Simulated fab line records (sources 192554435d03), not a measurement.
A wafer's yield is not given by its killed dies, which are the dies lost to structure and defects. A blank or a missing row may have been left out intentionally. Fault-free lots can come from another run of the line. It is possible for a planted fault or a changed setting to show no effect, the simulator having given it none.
fab line records	flow n5-finfet
[record] lots = 9	wafers = 27	last-day = 20
route steps=1938 shown BEOL_M1@839 BEOL_M2@858 BEOL_M4@1111 PASSIVATION@1936
lots with no fault: from the same line, run without faults
start-h: hours from the record's opening day to when the first of the lot's shown wafers began	wait-h: hours since the lot's step before	" unchanged from the row above	L1.1+2: a row that stands for several wafers	- either no value or no given start	* or withheld: withheld	< > ~ a bound
route shown NAME@n: names a module that has steps shown in the file, with the first one's number in the route	usual: average and standard deviation across the fault-free wafers	same: alike in all rows	chamber/n: place in a boat	sites: per-site readings	_std_site: standard deviation across them	_edge_site: mean of outer sites minus mean of inner sites	radius-mm: how far each site lies from the wafer's centre	mask NAME#n: copy n	behind: the tool/chamber that last shaped the wafer	hold: reason for holding the lot/hours on hold/outcome of the hold	device: which transistor (n, p or np) failed to switch	end of line: the route-end tests of the same wafers	a step given without rows: its recipe and nothing more	killed: the dies lost at the first sort to structure and to defects; this is not the yield of the wafer	map: dies across one wafer; x = killed, . = not, _ = none there
set.NAME: the setting the step ran with; set.NAME@STEP: the setting that earlier step ran with	model.NAME: the simulator's own value behind a step, which no gauge read
the route's steps for a sample of lots (tables are steps, rows are wafers)
services: the hour from which a tool's chamber was out of use, counted from the record's first day as start-h (under 0 if before that day), plus the number of hours and why
[[steps]]
[step N5_BEOL_M1_RS_MEAS_58]
[recipe] thk-meas-gauge = four-point-probe	reads = Co_of_BEOL_M1_CO_CAP_55+Cu_of_BEOL_M1_ECD_50+Co_of_BEOL_M1_CVD_47+TaN_of_BEOL_M1_ALD_84
[usual] M1_RS = 0.67/0.047
lot.wafer	tool	chamber	start-h	wait-h	M1_RS[ohm/sq]
L780.2	film-metro-01	-	187.43	0.1	0.75
L780.4	"	-	"	"	0.64
L780.5	"	-	"	"	0.68
L782.2	film-metro-01	-	201.52	0.1	0.68
L782.4	"	-	"	"	0.65
L782.5	"	-	"	"	0.73
L784.3	film-metro-01	-	201.87	0.1	0.72
L784.4	"	-	"	"	0.70
L784.6	"	-	"	"	0.69
L785.2	film-metro-02	-	210.80	0.1	0.71
L785.3	"	-	"	"	0.67
L785.6	"	-	"	"	0.69
L789.1	film-metro-01	-	231.43	0.0	0.65
L789.2	"	-	"	"	0.65
L789.6	"	-	"	"	0.62
L790.2	film-metro-01	-	232.46	0.1	0.65
L790.5	"	-	"	"	0.64
L790.6	"	-	"	"	0.62
L792.3	film-metro-02	-	242.13	0.1	0.65
L792.4	"	-	"	"	0.72
L792.6	"	-	"	"	0.71
L793.3	film-metro-01	-	244.23	0.1	0.76
L793.4	"	-	"	"	0.65
L793.5	"	-	"	"	0.65
L798.1	film-metro-01	-	264.02	0.0	0.72
L798.2	"	-	"	"	0.66
L798.5	"	-	"	"	0.62
[step N5_BEOL_M2_ETCH_74]
[recipe] chemistry = N2/H2	target = underlayer	target-depth-a = 65	mask-material = CAR-EUV	time-s = 5.2	ion-energy-ev = 200	pressure-mtorr = 30	source-w = 840	bias-w = 150	n2-flow-sccm = 200	h2-flow-sccm = 200	ends = cleared
[usual] drypump-motor-current-A = 5.69/0.2	etch-rf-on-time-s = 5.24/0.18	oes-product-au = 0.68/0.076	rf-vpp-V = 523.8/2.4	showerhead-plenum-p-Torr = 2.53/0.084	throttle-valve-pct = 17.90/0.26
lot.wafer	tool	chamber	start-h	wait-h	drypump-motor-current-A	etch-rf-on-time-s	oes-product-au	rf-hours-counter-h	rf-vpp-V	showerhead-plenum-p-Torr	throttle-valve-pct
L780.2	rie-diel-01	3	190.75	0.0	5.87	5.49	0.57	250	521.2	2.50	17.91
L780.4	"	2	"	"	5.64	5.56	0.62	164	523.6	2.55	18.35
L780.5	"	2	"	"	5.64	5.54	0.63	-	522.1	2.55	18.36
L782.2	rie-diel-04	2	204.73	0.0	5.43	5.35	0.57	248	527.6	2.63	18.09
L782.4	"	1	"	"	5.93	5.02	0.81	11	522.2	2.50	17.71
L782.5	"	0	"	"	5.87	5.05	0.78	-	520.2	2.48	17.77
L784.3	rie-diel-04	0	205.05	0.0	5.89	5.12	0.78	24	524.7	2.48	17.74
L784.4	"	2	"	"	5.44	5.26	0.58	248	526.9	2.63	18.09
L784.6	"	0	"	"	5.87	5.06	0.78	-	524.1	2.48	17.77
L785.2	rie-diel-04	3	212.25	0.0	5.24	5.39	0.61	180	526.3	2.64	18.33
L785.3	"	1	"	"	5.92	5.02	0.81	14	524.2	2.50	17.72
L785.6	"	3	"	"	5.25	5.43	0.62	-	525.6	2.64	18.29
L789.1	rie-diel-03	3	232.21	0.0	5.65	5.45	0.66	146	523.0	2.41	17.65
L789.2	"	2	"	"	6.00	5.49	0.61	188	527.1	2.63	17.90
L789.6	"	0	"	"	5.53	5.12	0.60	-	526.7	2.49	17.82
L790.2	rie-diel-03	1	236.50	0.0	5.79	5.20	0.67	130	520.1	2.44	18.00
L790.5	"	0	"	"	5.53	5.12	0.59	-	521.5	2.49	17.81
L790.6	"	3	"	"	5.65	5.46	0.66	-	520.7	2.41	17.60
L792.3	rie-diel-01	2	244.90	0.0	5.64	5.51	0.61	185	523.7	2.54	18.39
L792.4	"	3	"	"	5.85	5.37	0.79	9	526.0	2.50	17.47
L792.6	"	1	"	"	5.55	5.02	0.71	-	527.4	2.67	17.97
L793.3	rie-diel-04	2	245.56	0.0	5.43	5.09	0.84	5	526.2	2.62	17.73
L793.4	"	3	"	"	5.25	5.39	0.61	190	528.7	2.64	18.31
L793.5	"	3	"	"	5.23	5.39	0.60	-	525.5	2.64	18.30
L798.1	rie-diel-01	2	266.64	0.0	5.65	5.52	0.60	190	524.7	2.54	18.43
L798.2	"	1	"	"	5.56	5.03	0.69	99	527.9	2.67	17.98
L798.5	"	0	"	"	5.73	5.04	0.69	-	520.4	2.45	17.85
[step N5_BEOL_M2_ETCH_63]
[recipe] chemistry = CF4	target = SiARC	target-depth-a = 156	mask-material = CAR-EUV	time-s = 26	ion-energy-ev = 80	pressure-mtorr = 40	source-w = 545	bias-w = 36	Ar_flow_sccm = 100	cf4-flow-sccm = 100	ends = cleared
[usual] drypump-motor-current-A = 5.69/0.2	etch-rf-on-time-s = 26.2/0.92	oes-product-au = 0.68/0.075	rf-vpp-V = 184.0/1.2	showerhead-plenum-p-Torr = 2.13/0.062	throttle-valve-pct = 15.65/0.23
lot.wafer	tool	chamber	start-h	wait-h	drypump-motor-current-A	etch-rf-on-time-s	oes-product-au	rf-hours-counter-h	rf-vpp-V	showerhead-plenum-p-Torr	throttle-valve-pct
L780.2	rie-diel-01	3	190.77	0.0	5.85	27.2	0.58	250	182.8	2.12	15.72
L780.4	"	2	"	"	5.64	27.5	0.63	164	183.5	2.14	16.01
L780.5	"	2	"	"	5.64	27.6	0.62	-	183.6	2.14	16.00
L782.2	rie-diel-04	2	204.75	0.0	5.40	26.9	0.57	248	185.3	2.19	15.78
L782.4	"	1	"	"	5.88	25.1	0.82	11	184.4	2.08	15.23
L782.5	"	0	"	"	5.86	25.3	0.78	-	183.9	2.10	15.61
L784.3	rie-diel-04	0	205.06	0.0	5.87	25.3	0.79	24	184.5	2.10	15.60
L784.4	"	2	"	"	5.40	26.7	0.58	248	184.6	2.19	15.77
L784.6	"	0	"	"	5.83	25.4	0.78	-	183.1	2.10	15.61
L785.2	rie-diel-04	3	212.27	0.0	5.23	27.0	0.61	180	185.3	2.20	15.95
L785.3	"	1	"	"	5.97	25.1	0.80	14	183.0	2.08	15.27
L785.6	"	3	"	"	5.23	27.2	0.61	-	184.8	2.20	15.96
L789.1	rie-diel-03	3	232.23	0.0	5.63	27.2	0.65	146	184.4	2.06	15.60
L789.2	"	2	"	"	5.93	27.0	0.61	188	184.9	2.21	15.70
L789.6	"	0	"	"	5.51	24.8	0.61	-	183.1	2.11	15.70
L790.2	rie-diel-03	1	236.52	0.0	5.77	25.6	0.68	130	183.6	2.06	15.70
L790.5	"	0	"	"	5.56	24.8	0.61	-	184.3	2.11	15.70
L790.6	"	3	"	"	5.65	26.8	0.66	-	182.8	2.06	15.58
L792.3	rie-diel-01	2	244.92	0.0	5.63	27.8	0.61	185	184.4	2.13	16.03
L792.4	"	3	"	"	5.88	26.7	0.80	9	182.5	2.12	15.24
L792.6	"	1	"	"	5.54	25.9	0.69	-	185.4	2.24	15.65
L793.3	rie-diel-04	2	245.58	0.0	5.40	26.3	0.83	5	185.5	2.19	15.31
L793.4	"	3	"	"	5.23	27.3	0.61	190	185.6	2.20	15.97
L793.5	"	3	"	"	5.24	27.6	0.61	-	185.2	2.20	15.97
L798.1	rie-diel-01	2	266.66	0.0	5.65	27.8	0.60	190	184.4	2.13	16.07
L798.2	"	1	"	"	5.52	25.9	0.69	99	184.9	2.24	15.68
L798.5	"	0	"	"	5.74	25.5	0.69	-	181.7	2.08	15.63
[step N5_BEOL_M2_COAT_68]
[recipe] resist = SiARC	temp-c = 220	time-s = 60	spin-rpm = 1500	resist-thk-nm = 12
[usual] spin-speed-rpm = 1500.1/0.96
lot.wafer	tool	chamber	start-h	wait-h	spin-speed-rpm
L780.2	litho-track-04	0	191.20	-	1499.7
L780.4	"	0	"	"	1499.8
L780.5	"	0	"	"	1499.1
L782.2	litho-track-04	0	205.35	-	1499.1
L782.4	"	0	"	"	1498.9
L782.5	"	0	"	"	1500.6
L784.3	litho-track-05	0	205.62	-	1501.0
L784.4	"	0	"	"	1498.4
L784.6	"	0	"	"	1498.9
L785.2	litho-track-05	0	212.69	-	1502.1
L785.3	"	0	"	"	1502.7
L785.6	"	0	"	"	1499.1
L789.1	litho-track-04	0	232.66	-	1591.8
L789.2	"	0	"	"	1590.5
L789.6	"	0	"	"	1591.6
L790.2	litho-track-02	0	236.94	-	1499.1
L790.5	"	0	"	"	1500.5
L790.6	"	0	"	"	1499.3
L792.3	litho-track-04	0	245.34	-	1590.5
L792.4	"	0	"	"	1591.2
L792.6	"	0	"	"	1590.1
L793.3	litho-track-05	0	246.00	-	1502.0
L793.4	"	0	"	"	1499.8
L793.5	"	0	"	"	1498.8
L798.1	litho-track-05	0	267.08	-	1499.7
L798.2	"	0	"	"	1499.6
L798.5	"	0	"	"	1498.7
[step N5_BEOL_M4_RC_MEAS_101]
[usual] DIBL_N = 36.1/2.3	DIBL_P = 36/3.2	IOFF_N = 0.16/0.045	IOFF_P = 0.21/0.049	ION_N = 674/14	ION_P = 462/8.4	SS_N = 71.6/0.83	SS_P = 73.2/0.87	VT_N = 249/3.8	VT_P = -250/3.4
lot.wafer	tool	chamber	start-h	wait-h	DIBL_N[mV/V]	DIBL_P[mV/V]	IOFF_N[nA/um]	IOFF_P[nA/um]	ION_N[uA/um]	ION_P[uA/um]	SS_N[mV/dec]	SS_P[mV/dec]	VT_N[mV]	VT_P[mV]
L782.2	prober-02	0	277.70	0.2	35.9	36	0.16	0.18	671	449	71.5	74.0	248	-250
L782.4	"	0	"	"	31.9	31	0.10	0.13	663	451	69.7	72.0	252	-256
L782.5	"	0	"	"	35.3	34	0.16	0.17	670	453	70.8	72.7	246	-255
L780.2	prober-02	0	280.86	0.2	35.8	36	0.15	0.20	674	458	71.7	72.9	249	-251
L780.4	"	0	"	"	34.3	34	0.13	0.17	669	461	71.1	72.6	249	-252
L780.5	"	0	"	"	34.7	35	0.14	0.19	677	460	70.5	72.1	249	-251
L784.3	prober-02	0	286.86	0.3	34.9	34	0.12	0.15	652	444	70.7	71.9	253	-255
L784.4	"	0	"	"	36.0	36	0.14	0.19	668	456	71.9	73.5	251	-255
L784.6	"	0	"	"	34.8	33	0.12	0.15	645	439	70.9	72.9	254	-257
L785.2	prober-01	0	313.61	0.2	31.5	30	0.09	0.14	645	446	70.8	72.5	257	-254
L785.3	"	0	"	"	30.9	30	0.09	0.14	657	456	69.4	71.8	254	-252
L785.6	"	0	"	"	30.0	29	0.09	0.13	653	455	69.6	71.3	256	-255
L792.3	prober-01	0	329.74	0.3	31.4	30	0.09	0.13	645	446	69.8	72.4	255	-258
L792.4	"	0	"	"	37.2	36	0.19	0.20	672	462	71.5	73.5	247	-249
L792.6	"	0	"	"	36.4	35	0.16	0.19	668	458	71.4	73.7	250	-254
L789.1	prober-02	0	344.81	0.0	37.5	37	0.18	0.23	666	457	72.6	73.9	248	-250
L789.2	"	0	"	"	32.3	30	0.11	0.14	656	448	70.9	71.3	255	-256
L789.6	"	0	"	"	33.1	31	0.11	0.15	658	453	71.1	72.1	252	-254
L790.2	prober-02	0	347.82	0.2	36.9	34	0.16	0.20	689	470	70.9	72.9	249	-247
L790.5	"	0	"	"	38.7	37	0.19	0.24	693	472	71.8	74.2	243	-245
L790.6	"	0	"	"	39.8	37	0.22	0.24	688	465	71.8	73.6	243	-247
L793.3	prober-01	0	355.20	0.3	34.4	36	0.14	0.16	672	458	71.9	72.9	251	-255
L793.4	"	0	"	"	35.0	37	0.14	0.19	678	466	72.0	73.1	254	-256
L793.5	"	0	"	"	35.4	37	0.15	0.19	676	465	72.3	73.5	251	-253
L798.1	prober-02	0	364.44	0.0	39.9	39	0.22	0.24	707	474	72.3	74.2	244	-250
L798.2	"	0	"	"	36.0	34	0.14	0.17	661	450	70.8	73.0	250	-252
L798.5	"	0	"	"	35.4	33	0.13	0.17	670	460	70.4	72.0	251	-248
[step N5_PASSIVATION_PROBE_49]
[usual] defect-limited-yield = 90.9/1.6	killed_at_M0_to_M3 = 37/11	killed_at_M4_up = 15/5.6	killed-at-contacts = 13/6.4	killed-at-front-end = 39/11	killed-at-other = 4/3.1	killed-dies = 107/19	killed-open = 71/14	killed-short = 34/7.8	sort_bin_5_function = 5.3/1	sort_bin_6_memory = 3.4/0.72	sort_bin_8_speed = 0.0/0.42	sort-n-pass = 1072/20	sort-yield-pct = 90.9/1.7
[same] gross-dies = 1180	killed-at-back-side = 0	sort_bin_4_leakage[%] = 0
lot.wafer	tool	chamber	start-h	wait-h	defect-limited-yield[%]	killed_at_M0_to_M3	killed_at_M4_up	killed-at-contacts	killed-at-front-end	killed-at-other	killed-dies	killed-open	killed-short	sort_bin_5_function[%]	sort_bin_6_memory[%]	sort_bin_8_speed[%]	sort-n-pass	sort-yield-pct[%]
L780.2	prober-01	-	376.91	0.1	92.5	14	11	29	33	1	88	56	24	4.3	2.8	0	1092	92.5
L780.4	prober-01	-	377.01	0.2	90.5	25	21	13	51	2	112	73	38	5.2	3.9	0	1068	90.5
L780.5	prober-01	-	377.06	0.2	90.1	43	14	22	38	0	117	78	32	6.4	3.1	0	1063	90.1
L782.2	prober-02	-	395.33	0.1	92.5	35	18	17	17	2	89	65	21	4.4	3.0	0	1091	92.5
L782.4	prober-02	-	395.43	0.2	91.4	33	29	15	25	0	102	66	33	5.4	2.7	0	1078	91.4
L782.5	prober-02	-	395.48	0.2	92.7	43	12	4	19	8	86	58	26	3.9	2.9	0	1094	92.7
L784.3	prober-01	-	406.32	0.1	90.4	43	9	12	37	12	113	81	30	6.1	3.3	0.2	1065	90.3
L784.4	prober-01	-	406.37	0.2	88.5	42	14	12	55	13	136	103	31	7.3	3.8	0	1044	88.5
L784.6	prober-01	-	406.47	0.3	90.3	35	7	25	43	4	114	85	28	5.2	4.2	0.2	1064	90.2
L785.2	prober-02	-	434.96	0.1	90.5	35	10	21	44	2	112	75	35	6.4	3.1	0.7	1060	89.8
L785.3	prober-02	-	435.01	0.1	92.5	31	13	12	28	4	88	53	34	4.8	2.4	0	1092	92.5
L785.6	prober-02	-	435.16	0.3	93.3	26	16	9	24	4	79	41	36	3.7	2.5	0	1101	93.3
L792.3	prober-01	-	447.85	0.1	90.4	34	23	24	31	1	113	68	43	5.8	3.5	0	1067	90.4
L792.4	prober-01	-	447.90	0.2	91.8	24	14	23	34	2	97	68	27	4.9	3.2	0	1083	91.8
L792.6	prober-01	-	448.00	0.3	90.2	30	31	27	28	0	116	67	48	5.3	4.3	0	1064	90.2
L789.1	prober-01	-	467.93	0.0	92.6	35	6	11	31	4	87	50	37	4.1	3.3	0	1093	92.6
L789.2	prober-01	-	467.98	0.1	89.8	53	15	19	28	5	120	76	42	6.0	3.6	0	1060	89.8
L789.6	prober-01	-	468.18	0.3	92.9	30	12	15	25	2	84	56	26	4.0	3.1	0	1096	92.9
L790.2	prober-02	-	469.07	0.1	92.3	28	9	5	49	0	91	72	18	4.1	3.1	0	1089	92.3
L790.5	prober-02	-	469.22	0.2	89.6	39	23	5	53	3	123	87	33	5.7	4.3	0	1057	89.6
L790.6	prober-02	-	469.27	0.3	91.7	35	14	4	38	7	98	65	30	4.7	3.2	0	1082	91.7
L793.3	prober-01	-	473.93	0.1	91.9	26	18	11	34	6	95	62	31	5.0	3.0	0	1085	91.9
L793.4	prober-01	-	473.98	0.2	90.9	38	16	14	34	5	107	81	25	5.3	3.5	0	1073	90.9
L793.5	prober-01	-	474.03	0.2	93.2	18	13	13	34	2	80	52	27	4.7	1.8	0	1100	93.2
L798.1	prober-02	-	479.04	0.0	93.6	39	10	12	14	1	76	54	21	4.2	2.1	0	1104	93.6
L798.2	prober-02	-	479.09	0.1	91.5	54	10	9	26	1	100	67	32	4.9	3.4	0	1080	91.5
L798.5	prober-02	-	479.24	0.2	91.9	47	10	10	24	5	96	64	32	4.5	3.4	0	1084	91.9
// killed by level:class
L780.2 MOL_CONTACT_COAG:geometric-particle:open=22 FIN_SAQP:geometric-particle:open=9 GATE_CUT:geometric-particle:short=7 BEOL_M1:geometric-particle:open=7 STI_FIN_REVEAL:geometric-particle:open=6 MOL_CONTACT_COAG:geometric-particle:short=5 BEOL_M0_SAQP:geometric-particle:short=4 FIN_SAQP:geometric-particle:short=3
L780.4 BEOL_M4:geometric-particle:open=11 MOL_CONTACT_COAG:geometric-particle:open=10 FIN_SAQP:geometric-particle:open=9 GATE_CUT:geometric-particle:short=9 FIN_SAQP:geometric-particle:short=7 STARTING-WAFER:geometric-particle:open=7 DUMMY_GATE:geometric-particle:open=5 STI_FIN_REVEAL:geometric-particle:open=5
L780.5 MOL_CONTACT_COAG:geometric-particle:open=19 BEOL_M3:geometric-particle:open=13 FIN_SAQP:geometric-particle:short=12 BEOL_M1:geometric-particle:open=10 BEOL_M0_SAQP:geometric-particle:open=7 FIN_SAQP:geometric-particle:open=6 BEOL_M2:geometric-particle:open=4 GATE_CUT:geometric-particle:short=4
L782.2 MOL_CONTACT_COAG:geometric-particle:open=14 BEOL_M2:geometric-particle:open=13 BEOL_M4:geometric-particle:open=9 STI_FIN_REVEAL:geometric-particle:open=5 BEOL_M3:geometric-particle:open=5 FIN_SAQP:geometric-particle:open=3 GATE_CUT:geometric-particle:short=3 MOL_CONTACT_COAG:geometric-particle:short=3
L782.4 BEOL_M4:geometric-particle:open=16 MOL_CONTACT_COAG:geometric-particle:open=13 BEOL_M1:geometric-particle:open=10 FIN_SAQP:geometric-particle:short=9 BEOL_M0_SAQP:geometric-particle:short=5 FIN_SAQP:geometric-particle:open=4 BEOL_M0:geometric-particle:short=4 BEOL_M4:geometric-particle:short=4
L782.5 BEOL_M1:geometric-particle:open=12 BEOL_M2:geometric-particle:open=8 BEOL_M0_SAQP:geometric-particle:open=5 BEOL_M0_SAQP:geometric-particle:short=5 BEOL_M0:geometric-particle:open=4 FIN_SAQP:geometric-particle:open=3 ILD0:geometric-particle:open=3 MOL_CONTACT_COAG:geometric-particle:open=3
L784.3 BEOL_M2:geometric-particle:open=15 FIN_SAQP:geometric-particle:open=13 MOL_CONTACT_COAG:geometric-particle:open=11 STI_FIN_REVEAL:geometric-particle:open=8 BEOL_M1:geometric-particle:open=8 FIN_SAQP:geometric-particle:short=6 BEOL_M0_SAQP:geometric-particle:open=5 BEOL_M3:geometric-particle:open=5
L784.4 STI_FIN_REVEAL:geometric-particle:open=25 FIN_SAQP:geometric-particle:open=15 MOL_CONTACT_COAG:geometric-particle:open=12 BEOL_M0_SAQP:geometric-particle:open=8 BEOL_M0_SAQP:geometric-particle:short=8 BEOL_M2:geometric-particle:open=6 BEOL_M0:geometric-particle:open=5 BEOL_M3:geometric-particle:open=5
L784.6 MOL_CONTACT_COAG:geometric-particle:open=21 STI_FIN_REVEAL:geometric-particle:open=12 BEOL_M2:geometric-particle:open=10 FIN_SAQP:geometric-particle:open=9 BEOL_M1:geometric-particle:open=9 DUMMY_GATE:geometric-particle:open=4 GATE_CUT:geometric-particle:short=4 MOL_CONTACT_COAG:geometric-particle:short=4
L785.2 MOL_CONTACT_COAG:geometric-particle:open=16 DUMMY_GATE:geometric-particle:open=9 BEOL_M0_SAQP:geometric-particle:open=9 FIN_SAQP:geometric-particle:open=8 BEOL_M0_SAQP:geometric-particle:short=8 FIN_SAQP:geometric-particle:short=7 STI_FIN_REVEAL:geometric-particle:open=7 BEOL_M2:geometric-particle:open=7
L785.3 MOL_CONTACT_COAG:geometric-particle:open=9 BEOL_M0_SAQP:geometric-particle:open=9 GATE_CUT:geometric-particle:short=7 BEOL_M2:geometric-particle:open=6 BEOL_M4:geometric-particle:open=6 GATE_CUT:geometric-particle:open=5 BEOL_M0_SAQP:geometric-particle:short=5 FIN_SAQP:geometric-particle:open=4
L785.6 MOL_CONTACT_COAG:geometric-particle:open=7 BEOL_M4:geometric-particle:open=7 FIN_SAQP:geometric-particle:short=6 GATE_CUT:geometric-particle:short=6 BEOL_M2:geometric-particle:open=6 BEOL_M3:geometric-particle:open=5 BEOL_M2:geometric-particle:short=4 BEOL_M0_SAQP:geometric-particle:short=4
L792.3 MOL_CONTACT_COAG:geometric-particle:open=19 BEOL_M4:geometric-particle:open=13 FIN_SAQP:geometric-particle:short=9 BEOL_M0_SAQP:geometric-particle:short=7 BEOL_M2:geometric-particle:short=7 BEOL_M0_SAQP:geometric-particle:open=6 BEOL_M2:geometric-particle:open=6 BEOL_M4:geometric-particle:short=5
L792.4 MOL_CONTACT_COAG:geometric-particle:open=22 FIN_SAQP:geometric-particle:open=7 FIN_SAQP:geometric-particle:short=7 STI_FIN_REVEAL:geometric-particle:open=6 BEOL_M0:geometric-particle:open=4 DUMMY_GATE:geometric-particle:open=3 BEOL_M0_SAQP:geometric-particle:short=3 BEOL_M0_SAQP:geometric-particle:open=3
L792.6 BEOL_M4:geometric-particle:open=17 MOL_CONTACT_COAG:geometric-particle:open=15 MOL_CONTACT_COAG:geometric-particle:short=12 BEOL_M0_SAQP:geometric-particle:short=8 BEOL_M0_SAQP:geometric-particle:open=5 BEOL_M2:geometric-particle:short=5 STI_FIN_REVEAL:geometric-particle:open=4 BEOL_M1:geometric-particle:short=4
L789.1 MOL_CONTACT_COAG:geometric-particle:open=9 BEOL_M0_SAQP:geometric-particle:open=9 BEOL_M0_SAQP:geometric-particle:short=9 BEOL_M1:geometric-particle:open=8 FIN_SAQP:geometric-particle:short=7 FIN_SAQP:geometric-particle:open=5 GATE_CUT:geometric-particle:short=5 STI_FIN_REVEAL:geometric-particle:open=4
L789.2 BEOL_M1:geometric-particle:open=17 MOL_CONTACT_COAG:geometric-particle:open=15 BEOL_M0_SAQP:geometric-particle:short=9 BEOL_M0_SAQP:geometric-particle:open=8 BEOL_M4:geometric-particle:open=7 BEOL_M3:geometric-particle:open=6 BEOL_M1:geometric-particle:short=5 STI_FIN_REVEAL:geometric-particle:open=4
L789.6 MOL_CONTACT_COAG:geometric-particle:open=9 BEOL_M0_SAQP:geometric-particle:open=7 STI_FIN_REVEAL:geometric-particle:open=6 BEOL_M1:geometric-particle:open=6 BEOL_M0_SAQP:geometric-particle:short=6 MOL_CONTACT_COAG:geometric-particle:short=5 BEOL_M3:geometric-particle:open=5 BEOL_M4:geometric-particle:open=5
L790.2 STI_FIN_REVEAL:geometric-particle:open=15 BEOL_M3:geometric-particle:open=13 DUMMY_GATE:geometric-particle:open=8 FIN_SAQP:geometric-particle:open=6 MOL_CONTACT_COAG:geometric-particle:open=5 BEOL_M1:geometric-particle:open=5 BEOL_M4:geometric-particle:open=5 DUMMY_GATE:geometric-particle:short=4
L790.5 BEOL_M4:geometric-particle:open=17 FIN_SAQP:geometric-particle:open=14 BEOL_M3:geometric-particle:open=12 BEOL_M1:geometric-particle:open=10 STI_FIN_REVEAL:geometric-particle:open=8 FIN_SAQP:geometric-particle:short=7 GATE_CUT:geometric-particle:short=5 DUMMY_GATE:geometric-particle:open=5
L790.6 STI_FIN_REVEAL:geometric-particle:open=9 BEOL_M1:geometric-particle:open=9 DUMMY_GATE:geometric-particle:open=8 BEOL_M4:geometric-particle:open=7 FIN_SAQP:geometric-particle:short=6 BEOL_M3:geometric-particle:open=6 BEOL_M0_SAQP:geometric-particle:open=5 BEOL_M2:geometric-particle:open=4
L793.3 FIN_SAQP:geometric-particle:open=8 STI_FIN_REVEAL:geometric-particle:open=7 GATE_CUT:geometric-particle:short=7 MOL_CONTACT_COAG:geometric-particle:open=7 BEOL_M3:geometric-particle:open=7 BEOL_M0_SAQP:geometric-particle:short=5 BEOL_M4:geometric-particle:open=5 BEOL_M2:geometric-particle:open=4
L793.4 BEOL_M3:geometric-particle:open=12 FIN_SAQP:geometric-particle:open=11 MOL_CONTACT_COAG:geometric-particle:open=11 BEOL_M4:geometric-particle:open=9 STI_FIN_REVEAL:geometric-particle:open=6 BEOL_M0_SAQP:geometric-particle:short=6 BEOL_M2:geometric-particle:open=6 BEOL_M0_SAQP:geometric-particle:open=5
L793.5 MOL_CONTACT_COAG:geometric-particle:open=11 FIN_SAQP:geometric-particle:short=10 FIN_SAQP:geometric-particle:open=7 BEOL_M3:geometric-particle:open=5 STI_FIN_REVEAL:geometric-particle:open=4 BEOL_M0_SAQP:geometric-particle:open=4 BEOL_M2:geometric-particle:open=4 BEOL_M5:geometric-particle:open=4
L798.1 MOL_CONTACT_COAG:geometric-particle:open=11 BEOL_M0_SAQP:geometric-particle:open=10 BEOL_M0_SAQP:geometric-particle:short=8 BEOL_M3:geometric-particle:open=8 BEOL_M1:geometric-particle:open=5 BEOL_M4:geometric-particle:open=5 STI_FIN_REVEAL:geometric-particle:open=3 BEOL_M2:geometric-particle:open=3
L798.2 BEOL_M2:geometric-particle:open=14 BEOL_M0_SAQP:geometric-particle:open=10 MOL_CONTACT_COAG:geometric-particle:open=9 BEOL_M0_SAQP:geometric-particle:short=6 BEOL_M1:geometric-particle:short=6 BEOL_M1:geometric-particle:open=6 BEOL_M3:geometric-particle:open=6 BEOL_M4:geometric-particle:open=5
L798.5 BEOL_M2:geometric-particle:open=13 BEOL_M3:geometric-particle:open=10 MOL_CONTACT_COAG:geometric-particle:open=7 DUMMY_GATE:geometric-particle:open=6 BEOL_M0_SAQP:geometric-particle:open=6 BEOL_M0_SAQP:geometric-particle:short=5 BEOL_M1:geometric-particle:open=5 FIN_SAQP:geometric-particle:short=3
[[services]]
tool	chamber	start-h	hours	kind
litho-track-05	-	181.99	-	consumable-replace:filter
rie-diel-01	3	191.56	-	clean
rie-diel-01	3	191.56	-	consumable-replace:focus-ring
rie-diel-01	3	191.56	22.6	scheduled-down
rie-diel-01	3	191.56	22.6	vent-cycle
rie-diel-03	0	206.78	4.0	repair
rie-diel-04	2	209.91	-	clean
rie-diel-04	2	209.91	-	consumable-replace:focus-ring
rie-diel-04	2	209.91	14.3	scheduled-down
rie-diel-04	2	209.91	14.3	vent-cycle
rie-diel-03	2	238.86	1.8	repair
rie-diel-03	3	254.51	19.3	repair
[[key]]
[first-sign] step = N5_BEOL_M2_COAT_68	reading = spin-speed-rpm	direction = up	sigmas = 95	usual = *	struck = *
effect none on later readings
met-at N5_BEOL_M2_COAT_68
struck-lots L789,L792
not-acting-at N5_BEOL_M1_RS_MEAS_58,N5_BEOL_M2_ETCH_74,N5_BEOL_M2_ETCH_63
onset-between 205.35 232.66
[fault] kind = process-parameter-drift	tool = litho-track-04	chamber = -	onset-h = 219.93	steps = N5_BEOL_M2_COAT_68	channel = spin-rpm	offset = *	shape = step	end-h = 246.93	acts-in = *	stated = *
